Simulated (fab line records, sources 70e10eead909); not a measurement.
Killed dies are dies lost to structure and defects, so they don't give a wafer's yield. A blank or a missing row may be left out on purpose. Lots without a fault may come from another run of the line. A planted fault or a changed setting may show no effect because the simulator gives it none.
Chamber matching | flow nand_harc | NHARC_P_M2_CMP_23 on cmp-04: 4 sister chambers
The step polishes, t overpolish 20 s, target thk 144.3 nm. 14 wafers are shown with their chamber, then 7 later ones without.

WAFERS WITH THEIR CHAMBER
wafer  | chamber | motor_current_A (A) | time_to_endpoint_s (s) | slurry_flow_ml_min
L470.2 | 2       | 12.7                | 33                     | 150.4
L470.3 | 3       | 11.5                | 26                     | 149.8
L470.4 | 0       | 10.1                | 24                     | 150.4
L472.2 | 3       | 11.5                | 25                     | 150.2
L472.5 | 1       | 16.1                | 28                     | 149.8
L472.6 | 2       | 12.8                | 32                     | 150.0
L473.1 | 1       | 15.2                | 29                     | 149.7
L473.2 | 2       | 13.1                | 30                     | 149.8
L473.3 | 3       | 11.7                | 22                     | 150.0
L479.1 | 0       | 10.6                | 25                     | 150.1
L479.2 | 2       | 13.4                | 33                     | 150.8
L479.4 | 3       | 13.0                | 25                     | 150.6
L482.3 | 2       | 12.6                | 28                     | 149.8
L482.5 | 0       | 9.8                 | 21                     | 149.2

SIGNATURES (means of the wafers above)
reading            | chamber 0 | chamber 1 | chamber 2 | chamber 3 | scatter within a chamber
motor_current_A    | 10.167    | 15.650    | 12.920    | 11.925    | 0.522
time_to_endpoint_s | 23.33     | 28.50     | 31.20     | 24.50     | 1.92
slurry_flow_ml_min | 149.900   | 149.750   | 150.160   | 150.150   | 0.434
Rule: a wafer's distance from a chamber is the root of the sum, over the readings, of the square of ((its reading less the chamber's mean) divided by the reading's scatter). The wafer belongs to the nearest chamber; if the next one is less than 2 further off, it can't be placed. The scatter: the root of (the sum of the squares of (reading less its chamber's mean) over the shown wafers, divided by (wafers less chambers)).

WAFERS WITHOUT THEIR CHAMBER
wafer  | motor_current_A (A) | time_to_endpoint_s (s) | slurry_flow_ml_min
L482.6 | 16.2                | 23                     | 149.8
L483.1 | 10.0                | 21                     | 149.6
L483.2 | 12.5                | 30                     | 149.9
L483.3 | 12.6                | 25                     | 149.7
L491.3 | 13.1                | 36                     | 149.7
L491.4 | 12.0                | 27                     | 151.1
L491.6 | 16.5                | 29                     | 150.0

WHICH CHAMBER EACH WENT THROUGH
wafer  | from the rows above     | in truth
L482.6 | 1                       | 1
L483.1 | 0                       | 0
L483.2 | can't be placed: 2 or 3 | 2
L483.3 | can't be placed: 3 or 2 | 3
L491.3 | 2                       | 2
L491.4 | can't be placed: 3 or 2 | 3
L491.6 | 1                       | 1
Placed correctly: 4 of 7. Can't be placed from these rows: 3 (the true chamber is among the candidates in 3). Placed wrongly: 0.
